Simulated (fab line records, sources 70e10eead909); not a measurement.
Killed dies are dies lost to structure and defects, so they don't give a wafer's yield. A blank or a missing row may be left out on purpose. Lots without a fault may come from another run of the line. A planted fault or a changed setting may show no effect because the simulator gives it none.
Chamber matching | flow nand_harc | NHARC_A_M0_ETCH_34 on rie_diel-06: 4 sister chambers
The step etches the open film in N2/H2, target depth 40 nm, overetch 12 nm, time 43.94 s. 4 wafers are shown with their chamber, then 12 later ones without.

WAFERS WITH THEIR CHAMBER
wafer  | chamber | drypump_motor_current_A (A)
L079.4 | 3       | 5.7
L086.1 | 0       | 5.9
L086.3 | 1       | 6.4
L086.4 | 2       | 5.6

WAFERS WITHOUT THEIR CHAMBER
wafer  | drypump_motor_current_A (A)
L087.1 | 5.8
L087.2 | 5.5
L087.4 | 5.9
L091.1 | 5.5
L091.3 | 6.4
L091.6 | 5.7
L093.1 | 6.4
L093.4 | 5.7
L093.5 | 5.5
L095.1 | 5.6
L095.3 | 6.4
L095.5 | 6.4

WHICH CHAMBER EACH WENT THROUGH
wafer  | from the rows above          | in truth
L087.1 | can't be placed: 3 or 0 or 2 | 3
L087.2 | can't be placed: 2 or 3      | 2
L087.4 | 0                            | 0
L091.1 | can't be placed: 2 or 3      | 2
L091.3 | 1                            | 1
L091.6 | can't be placed: 3 or 2      | 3
L093.1 | 1                            | 1
L093.4 | can't be placed: 3 or 2      | 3
L093.5 | can't be placed: 2 or 3      | 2
L095.1 | can't be placed: 2 or 3      | 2
L095.3 | 1                            | 1
L095.5 | 1                            | 1
Placed correctly: 5 of 12. Can't be placed from these rows: 7 (the true chamber is among the candidates in 7). Placed wrongly: 0.
How it was worked out, from the rows above alone: a wafer's distance from a chamber is the root of the sum, over the readings, of the square of ((its reading less the chamber's mean) divided by the reading's scatter). The wafer belongs to the nearest chamber; if the next one is less than 2 further off, it can't be placed. A chamber's mean is the mean of its shown wafers. The scatter: with one shown wafer a chamber, the root of the mean of the squares of how far each hidden wafer lies from its nearest shown one.
